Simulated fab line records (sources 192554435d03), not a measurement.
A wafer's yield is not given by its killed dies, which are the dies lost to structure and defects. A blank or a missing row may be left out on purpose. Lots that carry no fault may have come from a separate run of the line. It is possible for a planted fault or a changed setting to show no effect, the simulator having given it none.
fab line records	flow n5_finfet
[record] lots = 11	wafers = 33	last_day = 17
route steps=1938 shown BEOL_M6@1252 BEOL_M7@1264 PASSIVATION@1936
lots that met no fault: from a run of the same line without faults
start_h: start of the lot's first displayed wafer, in hours after the record's first day	wait_h: time in hours since the lot's previous step	" repeats the value in the row above	L1.1+2: a single row standing in for several wafers	- either no value or no given start	* or withheld: withheld	< > ~ a bound
route shown NAME@n: NAME is a module with steps in the file, n the number in the route of the first one	usual: mean/standard deviation of fault-free wafers	same: alike in all rows	chamber/n: place in a boat	sites: each site's reading	_std_site: how widely they spread, as a standard deviation	_edge_site: the outer-site mean with the inner-site mean subtracted	radius_mm: for every site, how far away it sits from the centre of the wafer	mask NAME#n: copy n	behind: the tool/chamber that last shaped the wafer	hold: why the lot was held/for how many hours/how that ended	device: which transistor (n, p or np) failed to switch	end of line: tests of these same wafers at the route's end	for a step that has no rows: nothing shown but its recipe	killed: dies that structure and defects cost at the first sort, which is not the same as the wafer's yield	map: shows each die of a wafer: x if killed, . if not, _ if none is there
set.NAME: the setting as run; set.NAME@STEP: as run at that earlier step	model.NAME: the simulator's own value behind a step, which no gauge read
steps of the route over a sample of lots; a table a step, a row a wafer
services: when a tool's chamber went out of use (start_h, in hours from the record's first day, below 0 if earlier), for how many hours, and the reason
[[steps]]
[step N5_BEOL_M6_SURFACE_TREAT_79]
[recipe] gas = Ar	time_s = *	ion_energy_ev = *	ion_current_ma_cm2 = 0.5	pressure_mtorr = *	ar_flow_sccm = 30
[usual] throttle_valve_pct = *
lot.wafer	tool	chamber	start_h	wait_h	throttle_valve_pct
L434.2	pvd_sputter-03	-	206.50	0.3	*
L434.4	"	-	"	"	*
L434.6	"	-	"	"	*
L433.4	pvd_sputter-03	-	207.94	0.2	*
L433.5	"	-	"	"	*
L433.6	"	-	"	"	*
L435.1	pvd_sputter-02	-	215.13	0.2	*
L435.2	"	-	"	"	*
L435.5	"	-	"	"	*
L436.1	pvd_sputter-03	-	232.86	0.2	*
L436.3	"	-	"	"	*
L436.5	"	-	"	"	*
L437.2	pvd_sputter-02	-	237.31	0.4	*
L437.4	"	-	"	"	*
L437.5	"	-	"	"	*
L440.3	pvd_sputter-03	-	244.37	0.2	*
L440.4	"	-	"	"	*
L440.5	"	-	"	"	*
L439.1	pvd_sputter-03	-	254.61	0.3	*
L439.3	"	-	"	"	*
L439.6	"	-	"	"	*
L445.3	pvd_sputter-03	-	286.19	0.2	*
L445.4	"	-	"	"	*
L445.5	"	-	"	"	*
L447.1	pvd_sputter-02	-	299.62	1.8	*
L447.2	"	-	"	"	*
L447.5	"	-	"	"	*
L450.3	pvd_sputter-03	-	303.42	0.2	*
L450.5	"	-	"	"	*
L450.6	"	-	"	"	*
L453.1	pvd_sputter-01	-	322.18	0.2	*
L453.5	"	-	"	"	*
L453.6	"	-	"	"	*
[step N5_BEOL_M7_CURE_74]
[recipe] temp_c = 385	time_s = 240	ambient = He/Ar	material = SiCOH_lowk
[usual] lamp_power_pct = 52.31/0.052	wafer_temp_C_max = 386.7/0.68
lot.wafer	tool	chamber	start_h	wait_h	lamp_power_pct	wafer_temp_C_max
L434.2	uv_cure-03	0	207.92	0.1	52.34	386.8
L434.4	"	0	"	"	52.28	386.8
L434.6	"	0	"	"	52.23	387.0
L433.4	uv_cure-02	1	209.48	0.3	52.40	386.0
L433.5	"	1	"	"	52.29	386.2
L433.6	"	1	"	"	52.19	386.3
L435.1	uv_cure-02	2	217.84	0.0	52.32	385.8
L435.2	"	2	"	"	52.33	385.5
L435.5	"	2	"	"	52.36	386.0
L436.1	uv_cure-03	1	234.66	0.0	52.35	386.9
L436.3	"	1	"	"	52.34	387.1
L436.5	"	1	"	"	52.31	387.8
L437.2	uv_cure-02	2	238.93	0.1	52.34	385.7
L437.4	"	2	"	"	52.24	386.2
L437.5	"	2	"	"	52.32	385.7
L440.3	uv_cure-02	0	246.11	0.2	52.29	387.4
L440.4	"	0	"	"	52.31	388.5
L440.5	"	0	"	"	52.27	386.5
L439.1	uv_cure-02	0	257.22	0.0	52.29	387.7
L439.3	"	0	"	"	52.33	388.2
L439.6	"	0	"	"	52.30	387.1
L445.3	uv_cure-02	0	287.66	0.2	52.31	387.7
L445.4	"	0	"	"	52.37	387.7
L445.5	"	0	"	"	52.35	389.0
L447.1	uv_cure-01	0	301.04	0.0	52.33	386.2
L447.2	"	0	"	"	52.24	386.0
L447.5	"	0	"	"	52.24	386.2
L450.3	uv_cure-01	2	304.87	0.2	52.35	386.6
L450.5	"	2	"	"	52.25	386.3
L450.6	"	2	"	"	52.31	386.8
L453.1	uv_cure-01	0	324.87	0.2	52.41	386.5
L453.5	"	0	"	"	52.35	386.5
L453.6	"	0	"	"	52.39	386.2
[step N5_BEOL_M7_EXPOSE_08]
[recipe] mask_id = M7	na = 1.35	source_shape = dipole	sigma_inner = 0.817	sigma_outer = 0.97	polarization = te	dose_mj = 68.25
[usual] exposure_dose_mJ_cm2 = 68.23/0.075
[same] sigma_outer = 0.97
lot.wafer	tool	chamber	start_h	wait_h	mask	exposure_dose_mJ_cm2
L434.2	arfi_scanner-01	0	209.11	-	M7#0	68.25
L434.4	"	0	"	"	M7#0	68.28
L434.6	"	0	"	"	M7#0	68.16
L433.4	arfi_scanner-01	0	211.07	-	M7#0	68.33
L433.5	"	0	"	"	M7#0	68.25
L433.6	"	0	"	"	M7#0	68.22
L435.1	arfi_scanner-01	0	219.03	-	M7#0	68.31
L435.2	"	0	"	"	M7#0	68.20
L435.5	"	0	"	"	M7#0	68.26
L436.1	arfi_scanner-01	0	236.48	-	M7#0	70.01
L436.3	"	0	"	"	M7#0	70.03
L436.5	"	0	"	"	M7#0	70.05
L437.2	arfi_scanner-02	0	240.34	-	M7#0	68.26
L437.4	"	0	"	"	M7#0	68.34
L437.5	"	0	"	"	M7#0	68.28
L440.3	arfi_scanner-03	0	248.05	-	M7#0	68.20
L440.4	"	0	"	"	M7#0	68.28
L440.5	"	0	"	"	M7#0	68.13
L439.1	arfi_scanner-01	0	258.79	-	M7#0	69.59
L439.3	"	0	"	"	M7#0	69.59
L439.6	"	0	"	"	M7#0	69.60
L445.3	arfi_scanner-03	0	290.71	-	M7#0	68.29
L445.4	"	0	"	"	M7#0	68.32
L445.5	"	0	"	"	M7#0	68.28
L447.1	arfi_scanner-02	0	302.87	-	M7#0	68.14
L447.2	"	0	"	"	M7#0	68.17
L447.5	"	0	"	"	M7#0	68.17
L450.3	arfi_scanner-02	0	306.36	-	M7#0	68.18
L450.5	"	0	"	"	M7#0	68.26
L450.6	"	0	"	"	M7#0	68.12
L453.1	arfi_scanner-03	0	326.47	-	M7#0	68.24
L453.5	"	0	"	"	M7#0	68.16
L453.6	"	0	"	"	M7#0	68.21
[step N5_BEOL_M7_DESCUM_16]
[recipe] chemistry = O2	time_s = 7.9	source_power_w = 50	bias_power_w = 20	pressure_mtorr = 20	rf_frequency_hz = 2.712e+07	temp_c = 40	resist = CAR-ArF	o2_flow_sccm = 225
[usual] drypump_motor_current_A = 5.7/0.42	oes_product_au = 0.76/0.05	rf_vpp_V = 242.9/1.4	showerhead_plenum_p_Torr = 2.09/0.076	throttle_valve_pct = 20.39/0.19
lot.wafer	tool	chamber	start_h	wait_h	drypump_motor_current_A	oes_product_au	rf_hours_counter_h	rf_vpp_V	showerhead_plenum_p_Torr	throttle_valve_pct
L434.2	rie_diel-06	1	209.32	0.0	5.5	0.78	127	241.4	1.93	20.48
L434.4	"	3	"	"	5.7	0.74	165	244.9	2.16	20.30
L434.6	"	0	"	"	5.9	0.73	-	244.0	2.16	20.20
L433.4	rie_diel-05	0	211.58	0.3	5.6	0.70	213	242.6	2.08	20.65
L433.5	"	3	"	"	6.1	0.76	-	242.1	2.11	20.45
L433.6	"	0	"	"	5.6	0.70	-	242.5	2.08	20.62
L435.1	rie_diel-03	3	219.37	0.2	5.1	0.80	101	244.0	2.20	20.39
L435.2	"	1	"	"	5.4	0.86	52	242.7	2.03	20.13
L435.5	"	0	"	"	5.5	0.75	-	241.7	2.09	20.32
L436.1	rie_diel-06	0	237.20	0.5	5.9	0.73	179	243.5	2.16	20.21
L436.3	"	2	"	"	6.1	0.77	126	243.4	2.12	20.73
L436.5	"	3	"	"	5.7	0.74	-	244.5	2.15	20.30
L437.2	rie_diel-03	3	240.60	0.1	5.1	0.80	109	245.7	2.19	20.42
L437.4	"	0	"	"	5.5	0.74	184	242.8	2.09	20.32
L437.5	"	0	"	"	5.5	0.74	-	241.8	2.09	20.33
L440.3	rie_diel-06	2	248.27	0.0	6.1	0.76	129	243.1	2.12	20.73
L440.4	"	3	"	"	5.7	0.73	176	243.3	2.15	20.30
L440.5	"	1	"	"	5.5	0.78	-	240.8	1.93	20.49
L439.1	rie_diel-05	0	259.00	0.0	5.6	0.69	227	241.8	2.07	20.66
L439.3	"	1	"	"	6.5	0.88	28	242.6	2.05	20.26
L439.6	"	3	"	"	6.1	0.74	-	243.0	2.10	20.46
L445.3	rie_diel-06	0	290.91	0.0	5.9	0.72	194	244.3	2.16	20.24
L445.4	"	1	"	"	5.5	0.77	151	240.5	1.92	20.53
L445.5	"	3	"	"	5.7	0.72	-	244.7	2.15	20.32
L447.1	rie_diel-05	1	303.09	0.0	6.5	0.86	41	243.0	2.04	20.27
L447.2	"	0	"	"	5.6	0.69	240	241.6	2.07	20.68
L447.5	"	1	"	"	6.5	0.86	-	242.0	2.04	20.27
L450.3	rie_diel-06	2	306.61	0.1	6.0	0.73	146	244.2	2.11	20.76
L450.5	"	3	"	"	5.7	0.72	-	244.6	2.15	20.31
L450.6	"	2	"	"	6.0	0.74	-	242.9	2.11	20.77
L453.1	rie_diel-05	1	326.69	0.0	6.5	0.85	48	242.8	2.04	20.27
L453.5	"	3	"	"	6.1	0.74	-	242.2	2.09	20.49
L453.6	"	0	"	"	5.6	0.68	-	242.8	2.07	20.69
[step N5_PASSIVATION_PROBE_49]
[usual] defect_limited_yield = 91.1/1.4	killed_at_M0_to_M3 = 32/9.3	killed_at_M4_up = 13/5.8	killed_at_contacts = 12/6.3	killed_at_front_end = 44/12	killed_at_other = 3.6/2.7	killed_dies = 104/17	killed_on_rim = 14/3.9	killed_open = 69/13	killed_short = 34/6.9	sort_bin_5_function = 5.2/0.98	sort_bin_6_memory = 3.3/0.59	sort_bin_8_speed = 0.01/0.039	sort_n_pass = 1075/17	sort_yield_pct = 91.1/1.4
[same] gross_dies = 1180	killed_at_back_side = 0	sort_bin_4_leakage[%] = 0
lot.wafer	tool	chamber	start_h	wait_h	defect_limited_yield[%]	killed_at_M0_to_M3	killed_at_M4_up	killed_at_contacts	killed_at_front_end	killed_at_other	killed_dies	killed_on_rim	killed_open	killed_short	sort_bin_5_function[%]	sort_bin_6_memory[%]	sort_bin_8_speed[%]	sort_n_pass	sort_yield_pct[%]
L433.4	prober-01	-	288.09	0.2	90.2	35	11	10	54	6	116	21	64	43	5.9	3.1	0	1064	90.2
L433.5	prober-01	-	288.14	0.2	91.7	26	5	13	53	1	98	20	62	35	5.3	2.8	0	1082	91.7
L433.6	prober-01	-	288.19	0.3	91.7	39	12	11	32	4	98	11	70	28	4.7	3.5	0	1082	91.7
L434.2	prober-01	-	292.65	0.1	90.6	20	17	11	62	1	111	16	74	32	5.3	3.4	0	1069	90.6
L434.4	prober-01	-	292.75	0.2	91.0	33	11	6	54	2	106	14	67	38	5.8	3.1	0	1074	91.0
L434.6	prober-01	-	292.85	0.3	92.9	31	18	13	21	1	84	12	57	26	4.1	2.8	0	1096	92.9
L435.1	prober-02	-	301.94	0.0	90.1	21	18	24	47	7	117	18	84	32	6.5	3.1	0	1063	90.1
L435.2	prober-02	-	301.99	0.1	91.7	24	23	8	40	3	98	18	56	31	4.0	3.6	0	1082	91.7
L435.5	prober-02	-	302.14	0.2	91.5	27	15	13	38	7	100	12	71	28	5.8	2.5	0	1080	91.5
L436.1	prober-02	-	318.92	0.0	92.1	32	14	4	38	5	93	19	56	35	4.2	3.1	0	1087	92.1
L436.3	prober-02	-	319.02	0.1	92.6	36	13	9	24	5	87	10	65	22	5.0	2.2	0	1093	92.6
L436.5	prober-02	-	319.12	0.2	92.8	27	9	7	40	2	85	14	50	34	4.4	2.5	0	1095	92.8
L437.2	prober-01	-	332.41	0.1	90.7	27	28	8	44	3	110	15	62	48	5.7	3.2	0	1070	90.7
L437.4	prober-01	-	332.51	0.2	93.9	24	9	5	34	0	72	9	50	20	3.1	2.8	0.08	1107	93.8
L437.5	prober-01	-	332.56	0.2	89.9	28	22	7	60	2	119	18	71	44	5.8	3.6	0	1061	89.9
L440.3	prober-01	-	332.76	0.1	92.8	37	6	5	32	5	85	16	59	24	4.3	2.8	0	1095	92.8
L440.4	prober-01	-	332.81	0.2	90.7	38	13	6	43	10	110	14	69	36	5.6	3.3	0	1070	90.7
L440.5	prober-01	-	332.86	0.2	94.0	29	2	5	22	13	71	9	47	24	3.4	2.3	0	1109	94.0
L439.1	prober-01	-	336.53	0.0	89.1	35	12	9	71	2	129	18	88	40	6.8	3.6	0	1051	89.1
L439.3	prober-01	-	336.63	0.1	89.7	40	18	9	51	4	122	27	83	33	6.1	3.6	0	1058	89.7
L439.6	prober-01	-	336.78	0.3	91.0	28	18	8	49	3	106	14	70	35	4.4	4.0	0	1074	91.0
L445.3	prober-02	-	360.90	0.1	92.3	34	25	9	23	0	91	9	53	36	4.8	2.6	0	1089	92.3
L445.4	prober-02	-	360.95	0.2	92.0	29	17	8	39	1	94	10	58	35	5.0	2.8	0	1086	92.0
L445.5	prober-02	-	361.00	0.2	89.9	35	22	5	56	1	119	15	78	39	5.7	4.2	0	1061	89.9
L447.1	prober-01	-	387.06	0.0	90.9	26	27	14	34	6	107	17	71	36	5.1	3.8	0	1073	90.9
L447.2	prober-01	-	387.11	0.1	91.2	23	19	16	46	0	104	11	61	43	5.3	3.0	0	1076	91.2
L447.5	prober-01	-	387.26	0.2	89.3	51	19	5	46	5	126	15	70	56	5.6	4.6	0	1054	89.3
L450.3	prober-01	-	398.27	0.1	91.9	27	9	11	47	2	96	14	69	27	4.9	3.1	0	1084	91.9
L450.5	prober-01	-	398.37	0.2	90.1	39	6	26	44	2	117	15	77	39	5.5	4.2	0	1063	90.1
L450.6	prober-01	-	398.42	0.3	91.9	24	13	14	44	1	96	13	63	32	4.7	3.0	0	1084	91.9
L453.1	prober-01	-	418.77	0.0	92.4	31	13	11	32	3	90	9	54	32	4.3	2.7	0	1090	92.4
L453.5	prober-01	-	418.97	0.2	93.0	29	11	8	32	3	83	9	55	24	4.2	2.5	0	1097	93.0
L453.6	prober-01	-	419.02	0.3	93.8	18	7	12	33	3	73	10	51	21	3.6	2.4	0	1107	93.8
// killed by level:class
L433.4 FIN_SAQP:geometric_particle:open=14 BEOL_M0_SAQP:geometric_particle:short=10 MOL_CONTACT_COAG:geometric_particle:open=8 BEOL_M0_SAQP:geometric_particle:open=8 STI_FIN_REVEAL:geometric_particle:open=7 GATE_CUT:geometric_particle:short=7 FIN_SAQP:geometric_particle:short=6 BEOL_M1:geometric_particle:open=6
L433.5 FIN_SAQP:geometric_particle:short=18 FIN_SAQP:geometric_particle:open=14 BEOL_M1:geometric_particle:open=9 MOL_CONTACT_COAG:geometric_particle:open=9 STI_FIN_REVEAL:geometric_particle:open=6 BEOL_M0_SAQP:geometric_particle:open=6 STARTING-WAFER:geometric_particle:open=5 MOL_CONTACT_COAG:geometric_particle:short=4
L433.6 FIN_SAQP:geometric_particle:open=13 MOL_CONTACT_COAG:geometric_particle:open=10 BEOL_M1:geometric_particle:open=9 FIN_SAQP:geometric_particle:short=8 BEOL_M3:geometric_particle:open=6 BEOL_M0_SAQP:geometric_particle:open=5 BEOL_M0:geometric_particle:open=5 BEOL_M1:geometric_particle:short=4
L434.2 FIN_SAQP:geometric_particle:open=20 BEOL_M4:geometric_particle:open=11 FIN_SAQP:geometric_particle:short=9 MOL_CONTACT_COAG:geometric_particle:open=8 STI_FIN_REVEAL:geometric_particle:open=5 DUMMY_GATE:geometric_particle:open=4 BEOL_M0_SAQP:geometric_particle:open=4 HKMG_FIN:area_etch=4
L434.4 FIN_SAQP:geometric_particle:short=14 STI_FIN_REVEAL:geometric_particle:open=11 FIN_SAQP:geometric_particle:open=9 BEOL_M3:geometric_particle:open=9 BEOL_M0_SAQP:geometric_particle:open=7 MOL_CONTACT_COAG:geometric_particle:open=5 STARTING-WAFER:geometric_particle:open=5 GATE_CUT:geometric_particle:short=4
L434.6 MOL_CONTACT_COAG:geometric_particle:open=10 BEOL_M3:geometric_particle:open=8 BEOL_M4:geometric_particle:open=7 BEOL_M0_SAQP:geometric_particle:open=5 STI_FIN_REVEAL:geometric_particle:open=4 GATE_CUT:geometric_particle:short=4 BEOL_M0:geometric_particle:short=4 BEOL_M7:geometric_particle:open=4
L435.1 MOL_CONTACT_COAG:geometric_particle:open=19 FIN_SAQP:geometric_particle:open=13 BEOL_M4:geometric_particle:open=10 FIN_SAQP:geometric_particle:short=8 STI_FIN_REVEAL:geometric_particle:open=8 BEOL_M0_SAQP:geometric_particle:open=6 MOL_CONTACT_COAG:geometric_particle:short=5 BEOL_M0_SAQP:geometric_particle:short=5
L435.2 BEOL_M4:geometric_particle:open=13 MOL_CONTACT_COAG:geometric_particle:open=8 BEOL_M0_SAQP:geometric_particle:open=8 HKMG_FIN:area_etch=8 FIN_SAQP:geometric_particle:short=6 GATE_CUT:geometric_particle:short=6 FIN_SAQP:geometric_particle:open=5 BEOL_M0_SAQP:geometric_particle:short=5
L435.5 FIN_SAQP:geometric_particle:open=15 MOL_CONTACT_COAG:geometric_particle:open=12 BEOL_M3:geometric_particle:open=8 FIN_SAQP:geometric_particle:short=7 STI_FIN_REVEAL:geometric_particle:open=7 BEOL_M0_SAQP:geometric_particle:short=7 BEOL_M4:geometric_particle:open=5 BEOL_M4:geometric_particle:short=4
L436.1 FIN_SAQP:geometric_particle:short=10 FIN_SAQP:geometric_particle:open=9 BEOL_M3:geometric_particle:open=9 BEOL_M0_SAQP:geometric_particle:short=8 STI_FIN_REVEAL:geometric_particle:open=6 BEOL_M0_SAQP:geometric_particle:open=4 BEOL_M1:geometric_particle:open=4 BEOL_M5:geometric_particle:open=4
L436.3 BEOL_M0_SAQP:geometric_particle:short=9 BEOL_M3:geometric_particle:open=8 BEOL_M2:geometric_particle:open=7 MOL_CONTACT_COAG:geometric_particle:open=6 BEOL_M1:geometric_particle:open=6 BEOL_M6:geometric_particle:open=5 ILD0:geometric_particle:open=5 BEOL_M0_SAQP:geometric_particle:open=5
L436.5 BEOL_M2:geometric_particle:open=9 FIN_SAQP:geometric_particle:short=8 STI_FIN_REVEAL:geometric_particle:open=8 MOL_CONTACT_COAG:geometric_particle:open=6 GATE_CUT:geometric_particle:short=5 BEOL_M3:geometric_particle:open=5 DUMMY_GATE:geometric_particle:open=4 BEOL_M1:geometric_particle:open=4
L437.2 BEOL_M4:geometric_particle:open=16 FIN_SAQP:geometric_particle:short=14 FIN_SAQP:geometric_particle:open=8 BEOL_M2:geometric_particle:open=6 DUMMY_GATE:geometric_particle:open=5 BEOL_M3:geometric_particle:open=4 MOL_CONTACT_COAG:geometric_particle:open=4 MOL_CONTACT_COAG:geometric_particle:short=4
L437.4 BEOL_M2:geometric_particle:open=8 STI_FIN_REVEAL:geometric_particle:open=7 DUMMY_GATE:geometric_particle:open=7 BEOL_M1:geometric_particle:open=6 FIN_SAQP:geometric_particle:open=5 FIN_SAQP:geometric_particle:short=4 MOL_CONTACT_COAG:geometric_particle:open=4 GATE_CUT:geometric_particle:short=3
L437.5 FIN_SAQP:geometric_particle:short=15 FIN_SAQP:geometric_particle:open=12 STI_FIN_REVEAL:geometric_particle:open=10 BEOL_M2:geometric_particle:open=8 BEOL_M1:geometric_particle:open=7 BEOL_M4:geometric_particle:open=6 BEOL_M5:geometric_particle:open=6 DUMMY_GATE:geometric_particle:open=5
L440.3 BEOL_M3:geometric_particle:open=12 STI_FIN_REVEAL:geometric_particle:open=10 BEOL_M1:geometric_particle:open=10 DUMMY_GATE:geometric_particle:open=5 BEOL_M3:geometric_particle:short=5 FIN_SAQP:geometric_particle:open=3 SPACER0:geometric_particle:short=3 MOL_CONTACT_COAG:geometric_particle:open=3
L440.4 STI_FIN_REVEAL:geometric_particle:open=10 DUMMY_GATE:geometric_particle:open=10 BEOL_M1:geometric_particle:open=6 BEOL_M2:geometric_particle:open=6 BEOL_M3:geometric_particle:open=6 MOL_CONTACT_COAG:geometric_particle:open=5 BEOL_M0:geometric_particle:open=5 MIM_TOP_ETCH:geometric_particle:short=5
L440.5 BEOL_M1:geometric_particle:open=10 BEOL_M3:geometric_particle:open=9 DUMMY_GATE:geometric_particle:open=4 GATE_CUT:geometric_particle:short=4 MIM_TOP_ETCH:geometric_particle:open=4 MOL_CONTACT_COAG:geometric_particle:open=3 BEOL_M2:geometric_particle:open=3 STARTING-WAFER:geometric_particle:short=3
L439.1 FIN_SAQP:geometric_particle:open=18 STI_FIN_REVEAL:geometric_particle:open=16 FIN_SAQP:geometric_particle:short=13 BEOL_M1:geometric_particle:open=9 BEOL_M4:geometric_particle:open=9 MOL_CONTACT_COAG:geometric_particle:open=8 BEOL_M2:geometric_particle:short=7 BEOL_M2:geometric_particle:open=5
L439.3 STI_FIN_REVEAL:geometric_particle:open=23 BEOL_M0_SAQP:geometric_particle:short=11 BEOL_M4:geometric_particle:open=10 FIN_SAQP:geometric_particle:open=8 MOL_CONTACT_COAG:geometric_particle:open=8 BEOL_M1:geometric_particle:open=8 BEOL_M0_SAQP:geometric_particle:open=7 BEOL_M2:geometric_particle:open=5
L439.6 STI_FIN_REVEAL:geometric_particle:open=13 DUMMY_GATE:geometric_particle:open=11 BEOL_M2:geometric_particle:open=7 BEOL_M5:geometric_particle:open=7 GATE_CUT:geometric_particle:short=7 BEOL_M1:geometric_particle:open=6 MOL_CONTACT_COAG:geometric_particle:short=5 BEOL_M0_SAQP:geometric_particle:short=5
L445.3 BEOL_M4:geometric_particle:open=14 BEOL_M0_SAQP:geometric_particle:short=11 MOL_CONTACT_COAG:geometric_particle:open=7 BEOL_M0_SAQP:geometric_particle:open=7 BEOL_M2:geometric_particle:open=6 FIN_SAQP:geometric_particle:open=5 STI_FIN_REVEAL:geometric_particle:open=5 BEOL_M2:geometric_particle:short=5
L445.4 FIN_SAQP:geometric_particle:short=14 FIN_SAQP:geometric_particle:open=10 BEOL_M4:geometric_particle:open=10 BEOL_M0_SAQP:geometric_particle:open=8 STI_FIN_REVEAL:geometric_particle:open=7 MOL_CONTACT_COAG:geometric_particle:open=6 BEOL_M2:geometric_particle:open=6 BEOL_M0_SAQP:geometric_particle:short=4
L445.5 FIN_SAQP:geometric_particle:open=19 BEOL_M1:geometric_particle:short=10 FIN_SAQP:geometric_particle:short=9 STI_FIN_REVEAL:geometric_particle:open=9 BEOL_M0_SAQP:geometric_particle:open=9 BEOL_M4:geometric_particle:open=9 DUMMY_GATE:geometric_particle:open=5 BEOL_M2:geometric_particle:open=5
L447.1 BEOL_M4:geometric_particle:open=12 GATE_CUT:geometric_particle:short=10 MOL_CONTACT_COAG:geometric_particle:open=10 BEOL_M1:geometric_particle:open=8 BEOL_M0_SAQP:geometric_particle:short=5 STARTING-WAFER:geometric_particle:open=5 FIN_SAQP:geometric_particle:open=4 MOL_CONTACT_COAG:geometric_particle:short=4
L447.2 FIN_SAQP:geometric_particle:short=13 MOL_CONTACT_COAG:geometric_particle:open=12 FIN_SAQP:geometric_particle:open=8 BEOL_M0_SAQP:geometric_particle:short=7 DUMMY_GATE:geometric_particle:open=6 BEOL_M4:geometric_particle:open=6 BEOL_M1:geometric_particle:open=5 GATE_CUT:geometric_particle:short=4
L447.5 BEOL_M0_SAQP:geometric_particle:short=14 BEOL_M0_SAQP:geometric_particle:open=13 BEOL_M1:geometric_particle:open=8 BEOL_M4:geometric_particle:short=7 FIN_SAQP:geometric_particle:open=6 STI_FIN_REVEAL:geometric_particle:open=6 BEOL_M0:geometric_particle:open=5 FIN_SAQP:geometric_particle:short=4
L450.3 FIN_SAQP:geometric_particle:open=16 BEOL_M1:geometric_particle:open=11 MOL_CONTACT_COAG:geometric_particle:open=11 FIN_SAQP:geometric_particle:short=8 BEOL_M3:geometric_particle:open=8 STI_FIN_REVEAL:geometric_particle:open=5 BEOL_M0_SAQP:geometric_particle:open=4 STARTING-WAFER:geometric_particle:short=4
L450.5 MOL_CONTACT_COAG:geometric_particle:open=21 BEOL_M1:geometric_particle:open=10 GATE_CUT:geometric_particle:short=8 FIN_SAQP:geometric_particle:open=7 BEOL_M3:geometric_particle:open=7 BEOL_M0_SAQP:geometric_particle:short=7 SPACER0:geometric_particle:open=6 MOL_CONTACT_COAG:geometric_particle:short=5
L450.6 FIN_SAQP:geometric_particle:open=13 MOL_CONTACT_COAG:geometric_particle:open=10 FIN_SAQP:geometric_particle:short=7 GATE_CUT:geometric_particle:short=6 BEOL_M0_SAQP:geometric_particle:open=5 BEOL_M4:geometric_particle:open=5 STI_FIN_REVEAL:geometric_particle:open=4 GATE_CUT:geometric_particle:open=4
L453.1 FIN_SAQP:geometric_particle:open=12 BEOL_M2:geometric_particle:open=10 MOL_CONTACT_COAG:geometric_particle:open=7 BEOL_M0_SAQP:geometric_particle:open=7 BEOL_M0_SAQP:geometric_particle:short=7 FIN_SAQP:geometric_particle:short=4 STI_FIN_REVEAL:geometric_particle:short=4 STI_FIN_REVEAL:geometric_particle:open=3
L453.5 BEOL_M2:geometric_particle:open=12 STI_FIN_REVEAL:geometric_particle:open=10 BEOL_M0_SAQP:geometric_particle:short=8 MOL_CONTACT_COAG:geometric_particle:open=5 BEOL_M0_SAQP:geometric_particle:open=4 BEOL_M1:geometric_particle:open=4 FIN_SAQP:geometric_particle:open=3 FIN_SAQP:geometric_particle:short=3
L453.6 FIN_SAQP:geometric_particle:open=11 MOL_CONTACT_COAG:geometric_particle:open=11 FIN_SAQP:geometric_particle:short=5 BEOL_M0:geometric_particle:open=4 BEOL_M4:geometric_particle:open=4 ILD0:geometric_particle:short=3 BEOL_M2:geometric_particle:open=3 BEOL_M3:geometric_particle:open=3
[[services]]
tool	chamber	start_h	hours	kind
rie_diel-06	-	190.75	2.8	pm
rie_diel-05	0	192.21	5.8	repair
arfi_scanner-02	-	192.49	1.0	pm
uv_cure-02	-	194.50	1.0	pm
rie_diel-05	-	195.70	0.7	repair
arfi_scanner-03	-	202.63	13.8	repair
arfi_scanner-01	-	212.22	4.9	pm
uv_cure-02	-	218.70	7.5	pm
arfi_scanner-02	-	222.26	0.8	pm
uv_cure-01	-	233.17	1.3	repair
arfi_scanner-03	-	233.84	3.2	repair
arfi_scanner-02	-	236.39	1.3	pm
rie_diel-05	0	241.22	3.8	repair
arfi_scanner-03	-	242.48	0.5	repair
uv_cure-02	-	251.33	0.5	repair
arfi_scanner-02	-	253.56	0.5	repair
arfi_scanner-02	-	256.91	1.8	repair
uv_cure-02	-	269.09	0.7	repair
arfi_scanner-01	-	275.97	1.0	pm
arfi_scanner-01	-	284.48	0.2	repair
rie_diel-06	3	291.19	8.3	repair
arfi_scanner-01	-	297.75	1.3	pm
arfi_scanner-01	-	314.92	0.8	pm
rie_diel-05	0	320.99	2.0	repair
[[key]]
[first_sign] step = N5_BEOL_M7_EXPOSE_08	reading = exposure_dose_mJ_cm2	direction = up	sigmas = 21	usual = 68.23	struck = 69.81
effect none on later readings
met_at N5_BEOL_M7_EXPOSE_08
struck_lots L436,L439
[loop_trim] step = N5_BEOL_M7_EXPOSE_08	setting = dose	lots = L439
not_acting_at N5_BEOL_M6_SURFACE_TREAT_79,N5_BEOL_M7_CURE_74,N5_BEOL_M7_DESCUM_16
onset_between 219.03 236.48
[fault] kind = process_parameter_drift	tool = arfi_scanner-01	chamber = -	onset_h = 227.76	steps = N5_BEOL_M7_EXPOSE_08	channel = dose_mj	offset = 1.6366	shape = step	acts_in = these_recipes_only	stated = 68.25
// loop_trim: a control loop set the setting to another value than it would have without faults
